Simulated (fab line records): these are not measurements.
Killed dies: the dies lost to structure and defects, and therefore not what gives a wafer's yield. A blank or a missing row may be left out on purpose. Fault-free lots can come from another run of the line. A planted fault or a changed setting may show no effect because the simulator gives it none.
Which tool was responsible? || flow nand harc || 15 lots with 43 wafers sampled at 4 steps, on a route of 1302 steps

== WHAT THE GAUGES READ, wafer by wafer ==
NHARC_A_ONON_D2_THK_MEAS_02: measures by ellipsometry. Usual: thk nm 1001 nm, standard deviation 13.
{"lot": "L223", "measured": "day 12 19:56", "on": "film metro-02", "thk nm (nm)": "1030 1030 1029", "flag": ""}
{"lot": "L225", "measured": "day 13 20:03", "on": "film metro-02", "thk nm (nm)": "985 986 986", "flag": ""}
{"lot": "L226", "measured": "day 14 00:37", "on": "film metro-01", "thk nm (nm)": "992 992 992", "flag": ""}
{"lot": "L227", "measured": "day 14 11:17", "on": "film metro-01", "thk nm (nm)": "981 652 651", "flag": "OFF"}
{"lot": "L228", "measured": "day 15 10:06", "on": "film metro-02", "thk nm (nm)": "992 663", "flag": "OFF"}
{"lot": "L229", "measured": "day 15 10:44", "on": "film metro-01", "thk nm (nm)": "678 678", "flag": "OFF"}
{"lot": "L237", "measured": "day 18 07:46", "on": "film metro-01", "thk nm (nm)": "998 995 997", "flag": ""}
{"lot": "L238", "measured": "day 18 21:59", "on": "film metro-02", "thk nm (nm)": "1011 1013 1011", "flag": ""}
{"lot": "L239", "measured": "day 18 22:10", "on": "film metro-01", "thk nm (nm)": "1008 1007 1008", "flag": ""}
{"lot": "L240", "measured": "day 19 17:48", "on": "film metro-02", "thk nm (nm)": "999 1000 999", "flag": ""}
{"lot": "L241", "measured": "day 20 06:12", "on": "film metro-01", "thk nm (nm)": "996 996 994", "flag": ""}
{"lot": "L242", "measured": "day 20 21:45", "on": "film metro-02", "thk nm (nm)": "1006 1005 1005", "flag": ""}
{"lot": "L243", "measured": "day 21 15:52", "on": "film metro-02", "thk nm (nm)": "1001 1003 1003", "flag": ""}
{"lot": "L244", "measured": "day 21 15:47", "on": "film metro-01", "thk nm (nm)": "999 998 998", "flag": ""}
{"lot": "L245", "measured": "day 21 22:45", "on": "film metro-02", "thk nm (nm)": "982 984 984", "flag": ""}

NHARC_END_SORT_01. Usual: killed at array 55, standard deviation 17; killed at other 0.9, standard deviation 1.2; killed at periphery 3.7, standard deviation 2.5; killed dies 59, standard deviation 18; killed open 3.4, standard deviation 1.9; killed short 2.6, standard deviation 1.6.
{"lot": "L226", "measured": "day 27 14:11", "on": "prober-02", "killed at array": "73 71 70", "killed at other": "0 0 0", "killed at periphery": "3 2 1", "killed dies": "76 73 71", "killed open": "4 3 10", "killed short": "3 1 2", "flag": ""}
{"lot": "L227", "measured": "day 27 01:24", "on": "prober-01", "killed at array": "24 674 675", "killed at other": "0 0 0", "killed at periphery": "2 3 2", "killed dies": "26 677 677", "killed open": "0 5 7", "killed short": "4 5 3", "flag": "OFF"}
{"lot": "L228", "measured": "day 27 23:17", "on": "prober-01", "killed at array": "88 673", "killed at other": "2 1", "killed at periphery": "1 3", "killed dies": "91 677", "killed open": "4 3", "killed short": "4 2", "flag": "OFF"}
{"lot": "L229", "measured": "day 27 17:50", "on": "prober-01", "killed at array": "677 673", "killed at other": "0 0", "killed at periphery": "0 4", "killed dies": "677 677", "killed open": "2 4", "killed short": "3 3", "flag": "OFF"}

== EACH LOT AND THE TOOL THAT RAN IT (in order: tool; ch and the chambers of the sampled wafers; start) ==
{"lot": "L223", "NHARC_A_CHANNEL_FILL_D1_ALD_25": "ald hk-02 ch 2,3, day 10 16:13", "NHARC_A_ONON_D2_DEP_00": "pecvd onon-03 ch 0, day 12 19:26"}
{"lot": "L225", "NHARC_A_CHANNEL_FILL_D1_ALD_25": "ald hk-01 ch 0,1, day 11 18:50", "NHARC_A_ONON_D2_DEP_00": "pecvd onon-02 ch 0, day 13 19:32"}
{"lot": "L226", "NHARC_A_CHANNEL_FILL_D1_ALD_25": "ald hk-03 ch 2,3, day 12 01:20", "NHARC_A_ONON_D2_DEP_00": "pecvd onon-03 ch 0, day 14 00:17"}
{"lot": "L227", "NHARC_A_CHANNEL_FILL_D1_ALD_25": "ald hk-03 ch 1,3, day 12 08:08", "NHARC_A_ONON_D2_DEP_00": "pecvd onon-02 ch 0, day 14 10:54"}
{"lot": "L228", "NHARC_A_CHANNEL_FILL_D1_ALD_25": "ald hk-02 ch 0,1, day 13 02:43", "NHARC_A_ONON_D2_DEP_00": "pecvd onon-02 ch 0, day 15 09:35"}
{"lot": "L229", "NHARC_A_CHANNEL_FILL_D1_ALD_25": "ald hk-03 ch 1,3, day 13 17:30", "NHARC_A_ONON_D2_DEP_00": "pecvd onon-02 ch 0, day 15 10:23"}
{"lot": "L237", "NHARC_A_CHANNEL_FILL_D1_ALD_25": "ald hk-03 ch 0,2,3, day 16 08:37", "NHARC_A_ONON_D2_DEP_00": "pecvd onon-02 ch 0, day 18 07:19"}
{"lot": "L238", "NHARC_A_CHANNEL_FILL_D1_ALD_25": "ald hk-03 ch 1,2,3, day 17 04:01", "NHARC_A_ONON_D2_DEP_00": "pecvd onon-03 ch 0, day 18 21:28"}
{"lot": "L239", "NHARC_A_CHANNEL_FILL_D1_ALD_25": "ald hk-02 ch 1,2, day 17 04:02", "NHARC_A_ONON_D2_DEP_00": "pecvd onon-02 ch 0, day 18 21:42"}
{"lot": "L240", "NHARC_A_CHANNEL_FILL_D1_ALD_25": "ald hk-02 ch 0,2, day 17 18:29", "NHARC_A_ONON_D2_DEP_00": "pecvd onon-02 ch 0, day 19 17:17"}
{"lot": "L241", "NHARC_A_CHANNEL_FILL_D1_ALD_25": "ald hk-01 ch 2,3, day 18 10:15", "NHARC_A_ONON_D2_DEP_00": "pecvd onon-03 ch 0, day 20 05:48"}
{"lot": "L242", "NHARC_A_CHANNEL_FILL_D1_ALD_25": "ald hk-03 ch 0,2,3, day 19 01:18", "NHARC_A_ONON_D2_DEP_00": "pecvd onon-04 ch 0, day 20 21:14"}
{"lot": "L243", "NHARC_A_CHANNEL_FILL_D1_ALD_25": "ald hk-01 ch 0,2,3, day 19 06:21", "NHARC_A_ONON_D2_DEP_00": "pecvd onon-03 ch 0, day 21 15:22"}
{"lot": "L244", "NHARC_A_CHANNEL_FILL_D1_ALD_25": "ald hk-03 ch 1,2, day 19 13:16", "NHARC_A_ONON_D2_DEP_00": "pecvd onon-02 ch 0, day 21 15:27"}
{"lot": "L245", "NHARC_A_CHANNEL_FILL_D1_ALD_25": "ald hk-03 ch 0,1,2, day 19 21:11", "NHARC_A_ONON_D2_DEP_00": "pecvd onon-02 ch 0, day 21 22:15"}
- NHARC_A_CHANNEL_FILL_D1_ALD_25: deposits SiOx, target thk 60 nm, pulse time 10 s, ald cycles 600.
- NHARC_A_ONON_D2_DEP_00: target thk 1000 nm.

== AS READ BY THE TOOLS THEMSELVES (means over the sampled wafers that have a number; for cases with no such wafer, the mark the record gives instead) ==
NHARC_A_CHANNEL_FILL_D1_ALD_25. Usual: heater power w 473 W, standard deviation 53; precursor pulse height rel 1.001, standard deviation 0.019; susceptor temp C 300.01 C, standard deviation 0.19.
{"lot": "L223", "tool": "ald hk-02", "heater power w (W)": 497, "precursor pulse height rel": 0.992, "susceptor temp C (C)": 300.16, "flag": ""}
{"lot": "L225", "tool": "ald hk-01", "heater power w (W)": 489, "precursor pulse height rel": 1.001, "susceptor temp C (C)": 299.80, "flag": ""}
{"lot": "L226", "tool": "ald hk-03", "heater power w (W)": 458, "precursor pulse height rel": 1.015, "susceptor temp C (C)": 300.19, "flag": ""}
{"lot": "L227", "tool": "ald hk-03", "heater power w (W)": 512, "precursor pulse height rel": 0.994, "susceptor temp C (C)": 300.20, "flag": ""}
{"lot": "L228", "tool": "ald hk-02", "heater power w (W)": 478, "precursor pulse height rel": 1.006, "susceptor temp C (C)": 299.92, "flag": ""}
{"lot": "L229", "tool": "ald hk-03", "heater power w (W)": 513, "precursor pulse height rel": 1.002, "susceptor temp C (C)": 300.03, "flag": ""}
{"lot": "L237", "tool": "ald hk-03", "heater power w (W)": 461, "precursor pulse height rel": 1.002, "susceptor temp C (C)": 299.79, "flag": ""}
{"lot": "L238", "tool": "ald hk-03", "heater power w (W)": 463, "precursor pulse height rel": 1.017, "susceptor temp C (C)": 299.70, "flag": ""}
{"lot": "L239", "tool": "ald hk-02", "heater power w (W)": 477, "precursor pulse height rel": 0.992, "susceptor temp C (C)": 299.91, "flag": ""}
{"lot": "L240", "tool": "ald hk-02", "heater power w (W)": 522, "precursor pulse height rel": 1.001, "susceptor temp C (C)": 300.10, "flag": ""}
{"lot": "L241", "tool": "ald hk-01", "heater power w (W)": 484, "precursor pulse height rel": 0.992, "susceptor temp C (C)": 299.84, "flag": ""}
{"lot": "L242", "tool": "ald hk-03", "heater power w (W)": 449, "precursor pulse height rel": 0.995, "susceptor temp C (C)": 300.05, "flag": ""}
{"lot": "L243", "tool": "ald hk-01", "heater power w (W)": 475, "precursor pulse height rel": 0.998, "susceptor temp C (C)": 300.04, "flag": ""}
{"lot": "L244", "tool": "ald hk-03", "heater power w (W)": 419, "precursor pulse height rel": 0.995, "susceptor temp C (C)": 300.22, "flag": ""}
{"lot": "L245", "tool": "ald hk-03", "heater power w (W)": 473, "precursor pulse height rel": 1.009, "susceptor temp C (C)": 300.09, "flag": ""}

NHARC_A_ONON_D2_DEP_00. Usual: n2o flow sccm 1998 sccm, standard deviation 6.2; susceptor temp C 399.97 C, standard deviation 0.22.
{"lot": "L223", "tool": "pecvd onon-03", "n2o flow sccm (sccm)": 2003, "susceptor temp C (C)": 400.31, "flag": ""}
{"lot": "L225", "tool": "pecvd onon-02", "n2o flow sccm (sccm)": 1999, "susceptor temp C (C)": 399.74, "flag": ""}
{"lot": "L226", "tool": "pecvd onon-03", "n2o flow sccm (sccm)": 2004, "susceptor temp C (C)": 400.26, "flag": ""}
{"lot": "L227", "tool": "pecvd onon-02", "n2o flow sccm (sccm)": 1991, "susceptor temp C (C)": 399.69, "flag": ""}
{"lot": "L228", "tool": "pecvd onon-02", "n2o flow sccm (sccm)": 2006, "susceptor temp C (C)": 399.85, "flag": ""}
{"lot": "L229", "tool": "pecvd onon-02", "n2o flow sccm (sccm)": 1994, "susceptor temp C (C)": 400.18, "flag": ""}
{"lot": "L237", "tool": "pecvd onon-02", "n2o flow sccm (sccm)": 2000, "susceptor temp C (C)": 399.96, "flag": ""}
{"lot": "L238", "tool": "pecvd onon-03", "n2o flow sccm (sccm)": 1987, "susceptor temp C (C)": 400.03, "flag": ""}
{"lot": "L239", "tool": "pecvd onon-02", "n2o flow sccm (sccm)": 2001, "susceptor temp C (C)": 400.03, "flag": ""}
{"lot": "L240", "tool": "pecvd onon-02", "n2o flow sccm (sccm)": 1995, "susceptor temp C (C)": 400.14, "flag": ""}
{"lot": "L241", "tool": "pecvd onon-03", "n2o flow sccm (sccm)": 2002, "susceptor temp C (C)": 400.02, "flag": ""}
{"lot": "L242", "tool": "pecvd onon-04", "n2o flow sccm (sccm)": 2007, "susceptor temp C (C)": 400.06, "flag": ""}
{"lot": "L243", "tool": "pecvd onon-03", "n2o flow sccm (sccm)": 1992, "susceptor temp C (C)": 399.98, "flag": ""}
{"lot": "L244", "tool": "pecvd onon-02", "n2o flow sccm (sccm)": 2003, "susceptor temp C (C)": 400.05, "flag": ""}
{"lot": "L245", "tool": "pecvd onon-02", "n2o flow sccm (sccm)": 1999, "susceptor temp C (C)": 399.79, "flag": ""}

== THE ANSWER, worked out from the rows above alone ==
Rule: lot off if the mean of its wafers having a number is beyond 3 standard deviations from the usual mean. A lot without any number at a reading at which 4 lots or more have one is off too. Where the step has rows for the other lots, those lots are counted as sound. First the gauges in route order, then the tools' own readings, where a lot's mean is used as printed above. At the first step where some lot is off, the reading lying furthest off is the one used; lots without a number count as furthest.
Off at NHARC_A_ONON_D2_THK_MEAS_02 (thk nm): L227, L228, L229.
A tool fits if, at a process step before that reading, it ran every lot that is off, and no sound lot after the first of them. Not tried: the gauges at NHARC_A_ONON_D2_THK_MEAS_02; whatever is off there is also off at NHARC_END_SORT_01, on other tools, and gauge error can't account for it. Of those tried, none fits.

== WHAT WAS PUT IN BY THE SIMULATOR ==
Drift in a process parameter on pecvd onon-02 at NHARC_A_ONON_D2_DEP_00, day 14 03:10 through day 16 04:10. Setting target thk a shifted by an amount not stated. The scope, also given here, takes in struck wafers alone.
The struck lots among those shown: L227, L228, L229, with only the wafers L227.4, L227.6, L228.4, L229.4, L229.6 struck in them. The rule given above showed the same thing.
